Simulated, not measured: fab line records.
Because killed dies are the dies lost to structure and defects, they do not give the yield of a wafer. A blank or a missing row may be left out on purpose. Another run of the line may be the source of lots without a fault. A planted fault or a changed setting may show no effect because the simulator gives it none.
Chamber matching ; flow n5Finfet ; 4 sister chambers for N5_ILD0_LINER_00 on aldSin-02
The step material SiNx, target thk 4 nm, pulse time 1 s, purge time 2 s. 4 wafers are shown with their chamber, then 9 later ones without.

WAFERS WITH THEIR CHAMBER
wafer;chamber;heaterPowerW (W)
L090.1;1;728
L091.2;2;940
L091.3;0;809
L091.4;3;957

WAFERS WITH NO CHAMBER GIVEN
wafer;heaterPowerW (W)
L093.1;914
L093.3;738
L093.4;844
L095.1;832
L095.4;755
L095.6;965
L096.3;914
L096.4;973
L096.5;744

THE CHAMBER EACH PASSED THROUGH
wafer;from the rows above;in truth
L093.1;can't be placed: 2 or 3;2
L093.3;1;1
L093.4;0;0
L095.1;0;0
L095.4;can't be placed: 1 or 0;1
L095.6;can't be placed: 3 or 2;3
L096.3;can't be placed: 2 or 3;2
L096.4;can't be placed: 3 or 2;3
L096.5;1;1
4 of 9 placed correctly. From these rows, 5 cannot be placed; in 5 the true chamber is one of the candidates. 0 placed wrongly.
How it was worked out, from the rows above alone: a wafer's distance from a chamber is the root of the sum, over the readings, of the square of ((its reading less the chamber's mean) divided by the reading's scatter). The wafer belongs to the nearest chamber; if the next one is less than 2 further off, it can't be placed. The mean given for a chamber averages the wafers shown for that chamber. The scatter: with one shown wafer a chamber, the root of the mean of the squares of how far each hidden wafer lies from its nearest shown one.
